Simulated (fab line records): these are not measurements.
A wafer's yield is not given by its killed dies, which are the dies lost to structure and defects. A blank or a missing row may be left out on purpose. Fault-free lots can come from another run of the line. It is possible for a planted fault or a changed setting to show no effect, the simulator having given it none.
One fault seen from 3 desks + flow nand-harc + each desk holds nothing but its own numbers, with what lay behind them at the end

== FOR THE TOOL OWNER'S DESK: pvd-sputter-01 ==
The tool's own readings at NHARC_P_M1_PVD_20 (deposits TaN, target thk 5 nm, time 8.06 s): means of the sampled wafers that have a number, for each lot that ran on this tool. If a lot's mean is further than 4 standard deviations from the usual mean, the lot is out of limits and carries the mark OUT (the distance appears in the brackets).
Columns: A = bias-v at NHARC_P_M1_PVD_20, usual 168.5 V; B = chamber-pressure-pa at NHARC_P_M1_PVD_20, usual 0.11996 Pa; C = throttle-valve-pct at NHARC_P_M1_PVD_20, usual 30.2 %
| lot  | first seen here | A     | B       | C    |
|------|-----------------|-------|---------|------|
| L637 | day 9 07:24     | 170.0 | 0.11988 | 29.8 |
| L638 | day 10 00:53    | 168.6 | 0.11997 | 29.7 |
| L640 | day 10 03:21    | 169.2 | 0.11995 | 30.2 |
Finding of this desk: none of the 3 lots has anything out of limits.

== METROLOGY DESK ==
Means of the sampled wafers that have a number, per lot and without regard to the tool the lot ran on: this is what the gauges read. If a lot's mean is further than 4 standard deviations from the usual mean, the lot is out of limits and carries the mark OUT (the distance appears in the brackets). Of its 8 readings 7 are shown: those that lie furthest out on some lot.
Columns: A = cd-nm at NHARC_P_M1_CD_MEAS_09, usual 129.8 nm; B = overlay-x-nm at NHARC_P_M1_OVL_MEAS_10, usual 0.0 nm; C = overlay-y-nm at NHARC_P_M1_OVL_MEAS_10, usual 0.2 nm; D = cd-nm at NHARC_P_M1_CD_MEAS_16, usual 129.5 nm; E = cd-nm at NHARC_P_M2_CD_MEAS_09, usual 169.9 nm; F = overlay-x-nm at NHARC_P_M2_OVL_MEAS_10, usual -0.1 nm; G = overlay-y-nm at NHARC_P_M2_OVL_MEAS_10, usual 0.2 nm
| lot  | first seen here | A     | B    | C    | D     | E     | F    | G    |
|------|-----------------|-------|------|------|-------|-------|------|------|
| L626 | day 6 06:06     | 130.1 | 1.6  | 1.3  | 129.9 | 170.8 | 0.3  | 0.2  |
| L630 | day 7 10:34     | 129.5 | 0.7  | -0.6 | 129.6 | 169.6 | 0.1  | 1.1  |
| L632 | day 7 21:07     | 129.2 | -0.1 | -0.3 | 129.6 | 169.6 | -1.4 | 0.5  |
| L637 | day 9 06:05     | 129.6 | -0.7 | -0.0 | 128.8 | 170.5 | -0.4 | 0.3  |
| L638 | day 9 23:14     | 129.4 | -0.3 | 0.1  | 128.8 | -     | -    | -    |
| L640 | day 10 02:02    | 130.2 | 0.4  | 1.2  | 129.4 | 170.3 | -1.9 | -0.3 |
Finding of this desk: none of the 6 lots has anything out of limits.

== THE DEFECT DESK ==
Counts from the inspections along the route, per lot, as means over the sampled wafers that have a number. If a lot's mean is further than 4 standard deviations from the usual mean, the lot is out of limits and carries the mark OUT (the distance appears in the brackets).
Columns: A = raw-defect-count at NHARC_P_M1_INSPECT_11, usual 4.0; B = raw-defect-count at NHARC_P_M1_INSPECT_27, usual 317; C = raw-defect-count at NHARC_P_M2_INSPECT_11, usual 4.2
| lot  | first seen here | A   | B   | C   |
|------|-----------------|-----|-----|-----|
| L626 | day 6 06:13     | 4.3 | 257 | 4.7 |
| L630 | day 7 10:42     | 3.7 | 409 | 3.0 |
| L632 | day 7 21:14     | 4.0 | 321 | 4.7 |
| L637 | day 9 06:12     | 3.7 | 330 | 5.0 |
| L638 | day 9 23:22     | 5.5 | 396 | -   |
| L640 | day 10 02:10    | 4.3 | 268 | 5.0 |
Finding of this desk: none of the 6 lots has anything out of limits.

== ALL TOGETHER ==
The desk of the tool owner found nothing out of limits.
At the metrology desk, nothing out of limits was observed.
Nothing out of limits was seen by the defect desk.

== WHAT WAS PUT IN BY THE SIMULATOR ==
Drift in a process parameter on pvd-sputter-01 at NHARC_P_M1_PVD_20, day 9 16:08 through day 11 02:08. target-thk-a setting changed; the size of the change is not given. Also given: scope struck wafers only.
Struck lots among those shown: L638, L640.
